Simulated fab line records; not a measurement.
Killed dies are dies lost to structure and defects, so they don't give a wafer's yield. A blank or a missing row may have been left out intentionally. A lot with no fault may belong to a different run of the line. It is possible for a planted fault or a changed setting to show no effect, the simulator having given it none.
fab line records    flow nand-harc
[record] lots = 6  wafers = 18  last-day = 32
route steps=1302 shown A_ONON_D1@424 END@1302
lots untouched by any fault: they come from a run of this same line in which no faults occurred
start-h: the number of hours between the record's first day and the start of the first shown wafer of the lot    wait-h: time in hours since the lot's previous step    " the same as in the row above    L1.1+2: a row that stands for several wafers    - no value, or no start was given    * or withheld: withheld    < > ~ a bound
route shown NAME@n: NAME is a module with steps in the file, n the number in the route of the first one    usual: mean/standard deviation of fault-free wafers    same: alike in all rows    chamber/n: place in a boat    sites: readings site by site    _std_site: how widely they spread, as a standard deviation    _edge_site: outer sites' mean less inner sites'    radius-mm: how far each site lies from the wafer's centre    mask NAME#n: copy n    behind: the most recent tool/chamber to have shaped the wafer    hold: what put the lot on hold/how long, in hours/how the hold closed    device: names the non-switching transistor (n, p or np)    end of line: the route-end tests of the same wafers    for a step that has no rows: nothing shown but its recipe    killed: dies lost to structure and defects at the first sort, not the wafer's yield    map: a wafer's dies, x killed, . not, _ none there
set.NAME: the setting as run; set.NAME@STEP: as run at that earlier step    model.NAME: the simulator's own value behind a step, which no gauge read
lots at some steps of the route; a table a step, a row a wafer
services: a tool's chamber out of use, with start hour (start-h, from the record's first day; less than 0 if before it), hours out, and reason
[[steps]]
[step NHARC_A_ONON_D1_DEP_00]
[recipe] target-thk-a = 10000  n2-flow-sccm = 2750  n2o-flow-sccm = 2000  nh3-flow-sccm = 500  sih4-flow-sccm = 210  temp-c = 400
[step NHARC_A_ONON_D1_THK_MEAS_02]
[recipe] thk-meas-gauge = ellipsometry
[usual] thk-nm = 995/9.5
lot.wafer  tool           chamber  start-h  wait-h  thk-nm
L392.3     film-metro-01  -        189.64   -       993
L392.4     "              -        "        "       994
L392.5     "              -        "        "       996
L396.1     film-metro-02  -        227.49   -       982
L396.5     "              -        "        "       982
L396.6     "              -        "        "       980
L397.3     film-metro-01  -        242.90   -       998
L397.4     "              -        "        "       997
L397.6     "              -        "        "       997
L401.1     film-metro-02  -        289.09   -       996
L401.2     "              -        "        "       995
L401.6     "              -        "        "       998
L402.2     film-metro-01  -        289.09   -       992
L402.3     "              -        "        "       991
L402.5     "              -        "        "       994
L410.3     film-metro-01  -        367.46   -       1002
L410.5     "              -        "        "       1002
L410.6     "              -        "        "       1001
[step NHARC_A_ONON_D1_DEP_03]
[recipe] target-thk-a = 10000  n2-flow-sccm = 2750  n2o-flow-sccm = 2000  nh3-flow-sccm = 500  sih4-flow-sccm = 210  temp-c = 400
[step NHARC_A_ONON_D1_THK_MEAS_05]
[recipe] thk-meas-gauge = ellipsometry
[usual] thk-nm = 1000/10
lot.wafer  tool           chamber  start-h  wait-h  thk-nm
L392.3     film-metro-02  -        190.21   -       1021
L392.4     "              -        "        "       1021
L392.5     "              -        "        "       1022
L396.1     film-metro-01  -        228.06   -       1000
L396.5     "              -        "        "       1002
L396.6     "              -        "        "       1000
L397.3     film-metro-02  -        243.46   -       997
L397.4     "              -        "        "       998
L397.6     "              -        "        "       996
L401.1     film-metro-01  -        289.66   -       1012
L401.2     "              -        "        "       1011
L401.6     "              -        "        "       1011
L402.2     film-metro-02  -        289.67   -       994
L402.3     "              -        "        "       994
L402.5     "              -        "        "       993
L410.3     film-metro-02  -        368.03   -       1016
L410.5     "              -        "        "       1017
L410.6     "              -        "        "       1016
[step NHARC_A_ONON_D1_DEP_06]
[recipe] target-thk-a = 10000  n2-flow-sccm = 2750  n2o-flow-sccm = 2000  nh3-flow-sccm = 500  sih4-flow-sccm = 210  temp-c = 400
[step NHARC_A_ONON_D1_THK_MEAS_08]
[recipe] thk-meas-gauge = ellipsometry
[usual] thk-nm = 1001/10
lot.wafer  tool           chamber  start-h  wait-h  thk-nm
L392.3     film-metro-02  -        190.77   -       996
L392.4     "              -        "        "       997
L392.5     "              -        "        "       995
L396.1     film-metro-01  -        228.63   -       988
L396.5     "              -        "        "       988
L396.6     "              -        "        "       986
L397.3     film-metro-02  -        244.03   -       1000
L397.4     "              -        "        "       1003
L397.6     "              -        "        "       1002
L401.1     film-metro-01  -        290.22   -       1009
L401.2     "              -        "        "       1008
L401.6     "              -        "        "       1011
L402.2     film-metro-02  -        290.24   -       974
L402.3     "              -        "        "       974
L402.5     "              -        "        "       973
L410.3     film-metro-02  -        368.59   -       1015
L410.5     "              -        "        "       1013
L410.6     "              -        "        "       1011
[step NHARC_A_ONON_D1_DEP_09]
[recipe] target-thk-a = 10000  n2-flow-sccm = 2750  n2o-flow-sccm = 2000  nh3-flow-sccm = 500  sih4-flow-sccm = 210  temp-c = 400
[step NHARC_A_ONON_D1_THK_MEAS_11]
[recipe] thk-meas-gauge = ellipsometry
[usual] thk-nm = 999/8.5
lot.wafer  tool           chamber  start-h  wait-h  thk-nm
L392.3     film-metro-02  -        191.34   -       992
L392.4     "              -        "        "       991
L392.5     "              -        "        "       990
L396.1     film-metro-01  -        229.20   -       997
L396.5     "              -        "        "       994
L396.6     "              -        "        "       997
L397.3     film-metro-02  -        244.59   -       1004
L397.4     "              -        "        "       1003
L397.6     "              -        "        "       1003
L401.1     film-metro-02  -        290.78   -       1006
L401.2     "              -        "        "       1004
L401.6     "              -        "        "       1007
L402.2     film-metro-02  -        290.80   -       991
L402.3     "              -        "        "       992
L402.5     "              -        "        "       991
L410.3     film-metro-02  -        369.15   -       1008
L410.5     "              -        "        "       1009
L410.6     "              -        "        "       1008
[step NHARC_A_ONON_D1_DEP_12]
[recipe] target-thk-a = 10000  n2-flow-sccm = 2750  n2o-flow-sccm = 2000  nh3-flow-sccm = 500  sih4-flow-sccm = 210  temp-c = 400
[step NHARC_A_ONON_D1_THK_MEAS_14]
[recipe] thk-meas-gauge = ellipsometry
[usual] thk-nm = 1000/7.9
lot.wafer  tool           chamber  start-h  wait-h  thk-nm
L392.3     film-metro-01  -        191.91   -       1001
L392.4     "              -        "        "       1003
L392.5     "              -        "        "       1003
L396.1     film-metro-01  -        229.77   -       995
L396.5     "              -        "        "       993
L396.6     "              -        "        "       990
L397.3     film-metro-02  -        245.16   -       1000
L397.4     "              -        "        "       999
L397.6     "              -        "        "       999
L401.1     film-metro-02  -        291.34   -       989
L401.2     "              -        "        "       989
L401.6     "              -        "        "       990
L402.2     film-metro-01  -        291.38   -       1002
L402.3     "              -        "        "       1003
L402.5     "              -        "        "       1004
L410.3     film-metro-01  -        369.72   -       1003
L410.5     "              -        "        "       1001
L410.6     "              -        "        "       1003
[step NHARC_A_ONON_D1_ANNEAL_15]
[recipe] temp-c = 750  time-s = 3600
[step NHARC_A_ONON_D1_DEP_16]
[recipe] target-thk-a = 10000  n2-flow-sccm = 2750  n2o-flow-sccm = 2000  nh3-flow-sccm = 500  sih4-flow-sccm = 210  temp-c = 400
[usual] n2-flow-sccm = 2752/8  n2o-flow-sccm = 2000/6.7  nh3-flow-sccm = 499.7/1.5
lot.wafer  tool           chamber  start-h  wait-h  n2-flow-sccm  n2o-flow-sccm  nh3-flow-sccm
L392.3     pecvd-onon-03  0        199.33   0.2     2746          2009           499.2
L392.4     "              0        "        "       2750          2019           500.4
L392.5     "              0        "        "       2757          2002           500.1
L396.1     pecvd-onon-01  -        237.28   0.1     -             -              -
L396.5     "              -        "        "       -             -              -
L396.6     "              -        "        "       -             -              -
L397.3     pecvd-onon-01  -        252.56   0.2     -             -              -
L397.4     "              -        "        "       -             -              -
L397.6     "              -        "        "       -             -              -
L401.1     pecvd-onon-01  0        298.63   0.1     2752          1997           498.4
L401.2     "              0        "        "       2750          2001           498.2
L401.6     "              0        "        "       2758          2003           497.8
L402.2     pecvd-onon-03  0        298.69   0.1     2759          1994           498.9
L402.3     "              0        "        "       2747          2002           498.6
L402.5     "              0        "        "       2748          1996           500.7
L410.3     pecvd-onon-03  0        377.08   0.2     2744          1996           503.2
L410.5     "              0        "        "       2764          1994           501.4
L410.6     "              0        "        "       2749          1998           500.2
[step NHARC_END_SORT_01]
[recipe] temp-c = 25
[usual] killed-at-array = 61/26  killed-at-other = 0.8/1.1  killed-at-periphery = 4.0/2.6  killed-dies = 66/26  killed-open = 3.1/1.7  killed-short = 2.5/1.5
[same] gross-dies = 677
lot.wafer  tool       chamber  start-h  wait-h  killed-at-array  killed-at-other  killed-at-periphery  killed-dies  killed-open  killed-short
L392.3     prober-01  0        577.11   3.1     24               1                6                    31           2            2
L392.4     prober-01  0        577.92   3.4     25               1                7                    33           7            2
L392.5     prober-01  0        578.74   3.8     21               0                4                    25           3            3
L396.1     prober-01  0        626.17   2.5     671              1                5                    677          4            3
L396.5     prober-01  0        629.36   3.7     667              0                10                   677          2            6
L396.6     prober-01  0        630.16   4.0     672              0                5                    677          3            1
L397.3     prober-02  0        644.42   3.1     673              0                4                    677          4            1
L397.4     prober-02  0        645.23   3.5     670              0                7                    677          3            0
L397.6     prober-02  0        646.86   4.1     673              1                3                    677          4            2
L402.2     prober-01  0        690.74   2.8     48               0                2                    50           4            2
L402.3     prober-01  0        691.54   3.1     35               1                3                    39           3            2
L402.5     prober-01  0        693.16   3.7     44               3                1                    48           2            0
L401.1     prober-02  0        718.39   2.5     62               0                1                    63           2            2
L401.2     prober-02  0        719.19   2.8     63               0                5                    68           5            4
L401.6     prober-02  0        722.38   4.0     60               0                2                    62           1            3
L410.3     prober-01  0        764.51   3.1     91               0                6                    97           1            5
L410.5     prober-01  0        766.13   3.7     73               0                1                    74           3            1
L410.6     prober-01  0        766.94   4.0     89               1                6                    96           2            2
// killed by level:class
L392.3 A_CHANNEL_HOLE_D2:chamber-film-flake=12 A_CONTACT:chamber-film-flake=6 A_CHANNEL_HOLE_D1:chamber-film-flake=2 A_WL_FILL:chamber-film-flake=2 P_STI:geometric-particle:short=1 P_GATE:geometric-particle:open=1 A_ONON_D1:geometric-particle:short=1 P_ZERO_WELL:chamber-film-flake=1
L392.4 A_CHANNEL_HOLE_D2:chamber-film-flake=11 A_CHANNEL_FILL_D1:geometric-particle:open=2 A_CHANNEL_HOLE_D1:chamber-film-flake=2 A_M1:chamber-film-flake=2 P_STI:geometric-particle:short=1 P_GATE:geometric-particle:short=1 P_CONTACT:geometric-particle:open=1 A_CHANNEL_FILL_D2:geometric-particle:open=1
L392.5 A_CHANNEL_HOLE_D2:chamber-film-flake=8 A_CONTACT:chamber-film-flake=4 A_STAIRCASE:chamber-film-flake=3 A_CHANNEL_HOLE_D1:chamber-film-flake=2 P_CONTACT:geometric-particle:short=1 P_CONTACT:geometric-particle:open=1 P_M0:geometric-particle:open=1 A_CHANNEL_FILL_D1:geometric-particle:short=1
L396.1 A_ONON_D1:area-dep=568 A_CHANNEL_HOLE_D2:chamber-film-flake=33 A_SLIT:chamber-film-flake=28 A_CHANNEL_HOLE_D1:chamber-film-flake=24 A_CONTACT:chamber-film-flake=7 P_CONTACT:chamber-film-flake=2 P_BONDPAD:chamber-film-flake=2 A_BLC:chamber-film-flake=2
L396.5 A_ONON_D1:area-dep=569 A_SLIT:chamber-film-flake=35 A_CHANNEL_HOLE_D2:chamber-film-flake=23 A_CHANNEL_HOLE_D1:chamber-film-flake=22 P_BONDPAD:chamber-film-flake=7 A_CONTACT:chamber-film-flake=6 A_STAIRCASE:chamber-film-flake=2 P_CONTACT:geometric-particle:short=1
L396.6 A_ONON_D1:area-dep=575 A_SLIT:chamber-film-flake=32 A_CHANNEL_HOLE_D1:chamber-film-flake=30 A_CHANNEL_HOLE_D2:chamber-film-flake=22 A_CONTACT:chamber-film-flake=5 A_WL_FILL:chamber-film-flake=4 P_BONDPAD:chamber-film-flake=3 A_CHANNEL_FILL_D1:geometric-particle:open=1
L397.3 A_ONON_D1:area-dep=574 A_SLIT:chamber-film-flake=35 A_CHANNEL_HOLE_D2:chamber-film-flake=31 A_CHANNEL_HOLE_D1:chamber-film-flake=28 P_CONTACT:geometric-particle:open=1 A_WL_FILL:geometric-particle:short=1 A_WL_FILL:geometric-particle:open=1 A_CONTACT:geometric-particle:open=1
L397.4 A_ONON_D1:area-dep=593 A_SLIT:chamber-film-flake=27 A_CHANNEL_HOLE_D2:chamber-film-flake=23 A_CHANNEL_HOLE_D1:chamber-film-flake=18 A_CONTACT:chamber-film-flake=3 P_GATE:chamber-film-flake=2 A_STAIRCASE:chamber-film-flake=2 P_GATE:geometric-particle:open=1
L397.6 A_ONON_D1:area-dep=586 A_SLIT:chamber-film-flake=33 A_CHANNEL_HOLE_D2:chamber-film-flake=23 A_CHANNEL_HOLE_D1:chamber-film-flake=20 A_SGD_CUT:geometric-particle:open=2 A_DECK1_JOINT:chamber-film-flake=2 A_CONTACT:chamber-film-flake=2 P_GATE:geometric-particle:open=1
L402.2 A_CHANNEL_HOLE_D1:chamber-film-flake=35 A_CHANNEL_FILL_D2:chamber-film-flake=2 A_SLIT:chamber-film-flake=2 P_GATE:geometric-particle:open=1 P_M0:geometric-particle:open=1 A_DECK1_JOINT:geometric-particle:short=1 A_WL_FILL:geometric-particle:short=1 A_CONTACT:geometric-particle:open=1
L402.3 A_CHANNEL_HOLE_D1:chamber-film-flake=30 A_BONDPAD:chamber-film-flake=2 P_M0:geometric-particle:open=1 P_M0:geometric-particle:short=1 A_CONTACT:geometric-particle:open=1 A_M0:geometric-particle:open=1 P_ZERO_WELL:chamber-film-flake=1 STARTING-WAFER:geometric-particle:short=1
L402.5 A_CHANNEL_HOLE_D1:chamber-film-flake=35 A_CONTACT:chamber-film-flake=3 A_STAIRCASE:chamber-film-flake=2 A_M0:geometric-particle:open=1 THIN_TSV:geometric-particle:open=1 P_M2:chamber-film-flake=1 A_DECK1_JOINT:chamber-film-flake=1 A_CHANNEL_FILL_D2:chamber-film-flake=1
L401.1 A_SLIT:chamber-film-flake=31 A_CHANNEL_HOLE_D2:chamber-film-flake=12 A_CHANNEL_HOLE_D1:chamber-film-flake=6 A_CONTACT:chamber-film-flake=5 A_ONON_D1:geometric-particle:short=1 A_CHANNEL_HOLE_D1:geometric-particle:short=1 A_DECK1_JOINT:geometric-particle:open=1 A_SLIT:geometric-particle:open=1
L401.2 A_SLIT:chamber-film-flake=28 A_CONTACT:chamber-film-flake=9 A_CHANNEL_HOLE_D2:chamber-film-flake=7 A_CHANNEL_HOLE_D1:chamber-film-flake=6 A_CHANNEL_FILL_D2:chamber-film-flake=2 A_STAIRCASE:chamber-film-flake=2 A_SGD_CUT:chamber-film-flake=2 P_GATE:geometric-particle:short=1
L401.6 A_SLIT:chamber-film-flake=28 A_CHANNEL_HOLE_D2:chamber-film-flake=9 A_CONTACT:chamber-film-flake=6 A_STAIRCASE:chamber-film-flake=5 A_CHANNEL_HOLE_D1:chamber-film-flake=4 A_SGD_CUT:chamber-film-flake=3 A_CHANNEL_FILL_D2:chamber-film-flake=2 P_M0:geometric-particle:short=1
L410.3 A_CHANNEL_HOLE_D2:chamber-film-flake=32 A_SLIT:chamber-film-flake=27 A_CHANNEL_HOLE_D1:chamber-film-flake=12 A_CONTACT:chamber-film-flake=9 P_STI:chamber-film-flake=3 A_WL_FILL:chamber-film-flake=3 A_STAIRCASE:chamber-film-flake=2 P_M0:geometric-particle:short=1
L410.5 A_SLIT:chamber-film-flake=21 A_CHANNEL_HOLE_D2:chamber-film-flake=20 A_CHANNEL_HOLE_D1:chamber-film-flake=18 A_STAIRCASE:chamber-film-flake=3 A_WL_FILL:chamber-film-flake=2 A_CONTACT:chamber-film-flake=2 A_M0:chamber-film-flake=2 P_M2:geometric-particle:open=1
L410.6 A_SLIT:chamber-film-flake=30 A_CHANNEL_HOLE_D2:chamber-film-flake=23 A_CHANNEL_HOLE_D1:chamber-film-flake=15 A_CONTACT:chamber-film-flake=13 P_ZERO_WELL:chamber-film-flake=2 A_WL_FILL:chamber-film-flake=2 P_GATE:geometric-particle:open=1 P_M0:geometric-particle:open=1
// map L396.1 (x killed, . not)
____________x____________
_________xxxxxxx_________
_______xxxxxxxxxxx_______
______xxxxxxxxxxxxx______
_____xxxxxxxxxxxxxxx_____
____xxxxxxxxxxxxxxxxx____
____xxxxxxxxxxxxxxxxx____
___xxxxxxxxxxxxxxxxxxx___
___xxxxxxxxxxxxxxxxxxx___
__xxxxxxxxxxxxxxxxxxxxx__
__xxxxxxxxxxxxxxxxxxxxx__
_xxxxxxxxxxxxxxxxxxxxxxx_
_xxxxxxxxxxxxxxxxxxxxxxx_
_xxxxxxxxxxxxxxxxxxxxxxx_
_xxxxxxxxxxxxxxxxxxxxxxx_
_xxxxxxxxxxxxxxxxxxxxxxx_
xxxxxxxxxxxxxxxxxxxxxxxxx
xxxxxxxxxxxxxxxxxxxxxxxxx
xxxxxxxxxxxxxxxxxxxxxxxxx
xxxxxxxxxxxxxxxxxxxxxxxxx
xxxxxxxxxxxxxxxxxxxxxxxxx
_xxxxxxxxxxxxxxxxxxxxxxx_
_xxxxxxxxxxxxxxxxxxxxxxx_
_xxxxxxxxxxxxxxxxxxxxxxx_
_xxxxxxxxxxxxxxxxxxxxxxx_
_xxxxxxxxxxxxxxxxxxxxxxx_
__xxxxxxxxxxxxxxxxxxxxx__
__xxxxxxxxxxxxxxxxxxxxx__
___xxxxxxxxxxxxxxxxxxx___
___xxxxxxxxxxxxxxxxxxx___
____xxxxxxxxxxxxxxxxx____
____xxxxxxxxxxxxxxxxx____
_____xxxxxxxxxxxxxxx_____
______xxxxxxxxxxxxx______
_______xxxxxxxxxxx_______
_________xxxxxxx_________
____________x____________
// map L397.3 (x killed, . not)
____________x____________
_________xxxxxxx_________
_______xxxxxxxxxxx_______
______xxxxxxxxxxxxx______
_____xxxxxxxxxxxxxxx_____
____xxxxxxxxxxxxxxxxx____
____xxxxxxxxxxxxxxxxx____
___xxxxxxxxxxxxxxxxxxx___
___xxxxxxxxxxxxxxxxxxx___
__xxxxxxxxxxxxxxxxxxxxx__
__xxxxxxxxxxxxxxxxxxxxx__
_xxxxxxxxxxxxxxxxxxxxxxx_
_xxxxxxxxxxxxxxxxxxxxxxx_
_xxxxxxxxxxxxxxxxxxxxxxx_
_xxxxxxxxxxxxxxxxxxxxxxx_
_xxxxxxxxxxxxxxxxxxxxxxx_
xxxxxxxxxxxxxxxxxxxxxxxxx
xxxxxxxxxxxxxxxxxxxxxxxxx
xxxxxxxxxxxxxxxxxxxxxxxxx
xxxxxxxxxxxxxxxxxxxxxxxxx
xxxxxxxxxxxxxxxxxxxxxxxxx
_xxxxxxxxxxxxxxxxxxxxxxx_
_xxxxxxxxxxxxxxxxxxxxxxx_
_xxxxxxxxxxxxxxxxxxxxxxx_
_xxxxxxxxxxxxxxxxxxxxxxx_
_xxxxxxxxxxxxxxxxxxxxxxx_
__xxxxxxxxxxxxxxxxxxxxx__
__xxxxxxxxxxxxxxxxxxxxx__
___xxxxxxxxxxxxxxxxxxx___
___xxxxxxxxxxxxxxxxxxx___
____xxxxxxxxxxxxxxxxx____
____xxxxxxxxxxxxxxxxx____
_____xxxxxxxxxxxxxxx_____
______xxxxxxxxxxxxx______
_______xxxxxxxxxxx_______
_________xxxxxxx_________
____________x____________
[[services]]
tool           chamber  start-h  hours  kind
pecvd-onon-03  -        227.33   13.0   pm
pecvd-onon-01  -        269.04   13.0   pm
[[key]]
[first-sign] step = NHARC_A_ONON_D1_DEP_16  reading = tool-record  direction = missing
[effect] step = NHARC_END_SORT_01  reading = killed-at-array  direction = up  sigmas = 24  usual = 61  struck = 671
[more-kills-born-at] NHARC_A_ONON_D1_DEP_16@pecvd-onon-01 = 3465
met-at NHARC_A_ONON_D1_DEP_16
struck-wafers L396.1,L396.5,L396.6,L397.3,L397.4,L397.6
later-rows-left-out L396.1,L396.5,L396.6,L397.3,L397.4,L397.6
tester-left-out L396,L397
[fault] kind = skipped-step-whole  tool = pecvd-onon-01  chamber = -  onset-h = 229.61  steps = NHARC_A_ONON_D1_DEP_16  scope = struck-lots-only
// tester-left-out: of these lots the tester's yield and bins aren't shown, on N5 and GAA mostly nor the transistor test; their killed dies are dies lost to structure and defects alone, not to doping, threshold or leakage, so they don't give the yield
// later-rows-left-out: the simulator's readings of these wafers behind a module that went badly wrong aren't trusted and aren't shown, but for the sort
